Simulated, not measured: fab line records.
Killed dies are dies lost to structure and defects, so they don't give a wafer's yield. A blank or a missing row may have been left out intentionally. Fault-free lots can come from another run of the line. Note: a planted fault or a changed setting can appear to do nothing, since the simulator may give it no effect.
Split-lot experiment | flow n5 finfet | 7 lots, 21 wafers read, on a route of 1938 steps

== THE SPLIT ITSELF ==
At N5_BEOL_M15_EXPOSE_07 (exposes mask V14), the setting dose mj was moved away from the recipe's 41.25 on 9 of the 21 wafers read, by -3.4% to +6.0%. The other wafers ran this setting at the recipe's value.

== FROM THE SPLIT TO THE READING: what the file shows between them, 10 steps ==
- N5_BEOL_M15_PEB_08: peb time 90 s
- N5_BEOL_M15_DEVELOP_09: develop time 45 s
- N5_BEOL_M15_HARDBAKE_14: time 120 s
- N5_BEOL_M15_CD_MEAS_10: target cd 360 nm
- N5_BEOL_M15_DESCUM_15: chemistry O2, time 7.9 s
- N5_BEOL_M15_ETCH_59: etches BARC in N2/H2, target depth 89 nm, overetch 26.7 nm, time 67.9 s
- N5_BEOL_M15_VIA_ETCH_16: etches SiO2 in C4F8/O2/Ar, target depth 1792.2 nm
- N5_BEOL_M15_STRIP_63: strips in O2
- N5_BEOL_M15_STRIP_65: strips in post etch residue remover, time 60 s
- N5_BEOL_M15_SRD_66: time 30 s, dry time 30 s

== THE READING ==
At N5_BEOL_M15_CD_MEAS_17: cd nm in nanometres, against a target cd of 360 nm. Typical for fault-free wafers on this fab line: 361.1 nm, with standard deviation 2 nm.

wafer  | tool, chamber at the split | dose mj as run | against the recipe | cd nm, nm | against lot-mates on the recipe
L077.4 | krf scanner-02, 0          | 41.25          | recipe             | 361.9     | -
L077.5 | krf scanner-02, 0          | 43.67          | +5.9%              | 370.2     | +8.3
L077.6 | krf scanner-02, 0          | 43.67          | +5.9%              | 370.7     | +8.8
L084.4 | krf scanner-02, 0          | 41.25          | recipe             | 358.8     | -
L084.5 | krf scanner-02, 0          | 41.25          | recipe             | 358.4     | -
L084.6 | krf scanner-02, 0          | 41.25          | recipe             | 357.5     | -
L083.3 | krf scanner-02, 0          | 41.25          | recipe             | 358.5     | -
L083.4 | krf scanner-02, 0          | 42.98          | +4.2%              | 367.7     | +9.2
L083.6 | krf scanner-02, 0          | 42.98          | +4.2%              | 367.9     | +9.4
L081.1 | krf scanner-02, 0          | 41.25          | recipe             | 358.6     | -
L081.5 | krf scanner-02, 0          | 41.25          | recipe             | 362.6     | -
L081.6 | krf scanner-02, 0          | 41.25          | recipe             | 359.8     | -
L088.2 | krf scanner-02, 0          | 43.73          | +6.0%              | 372.5     | +7.8
L088.5 | krf scanner-02, 0          | 43.73          | +6.0%              | 368.5     | +3.8
L088.6 | krf scanner-02, 0          | 41.25          | recipe             | 364.7     | -
L093.2 | krf scanner-02, 0          | 42.26          | +2.4%              | 364.8     | +2.6
L093.3 | krf scanner-02, 0          | 41.25          | recipe             | 364.0     | -
L093.5 | krf scanner-02, 0          | 41.25          | recipe             | 360.5     | -
L097.2 | krf scanner-02, 0          | 41.25          | recipe             | 362.7     | -
L097.4 | krf scanner-02, 0          | 39.85          | -3.4%              | 353.9     | -8.8
L097.5 | krf scanner-02, 0          | 39.85          | -3.4%              | 354.0     | -8.7

FIT RESULTS
A straight line over all 21 wafers: cd nm changes by +1.72 nm for each +1% of dose mj; r = +0.93; the points scatter about the line by 2 nm.
The same after taking each lot's own level away (the mean of its wafers on the recipe; 21 wafers): +1.61 nm for each +1%; r = +0.92; scatter 2.1 nm.
On that fit, the largest move of dose mj shifts the reading by 9.7 nm.
From 358.23 to 364.70 nm: that is the span of the lots' own levels, equal to 3.2 times the standard deviation above.
Consequently the slope shifts little with the lot-to-lot level, the two slopes agreeing.
Check: for one of the wafers moved furthest among these (+6.0%), held out of the fit, the line's prediction against its lot-mates is +9.35 nm. It came out at +7.8 nm against them.

== THE WHOLE CHAIN: every reading that the file lists as answering this split, in the file's order ==
step                   | what it does     | reading | change (the file's fit)              | r (the file's)
N5_BEOL_M15_CD_MEAS_10 | target cd 360 nm | cd nm   | +1.6 nm for each +1% of the setting  | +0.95
N5_BEOL_M15_CD_MEAS_17 | target cd 360 nm | cd nm   | +1.51 nm for each +1% of the setting | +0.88

== FILE'S OWN FIT ==
cd nm changes by +1.51 nm for each +1% of dose mj, r = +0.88.
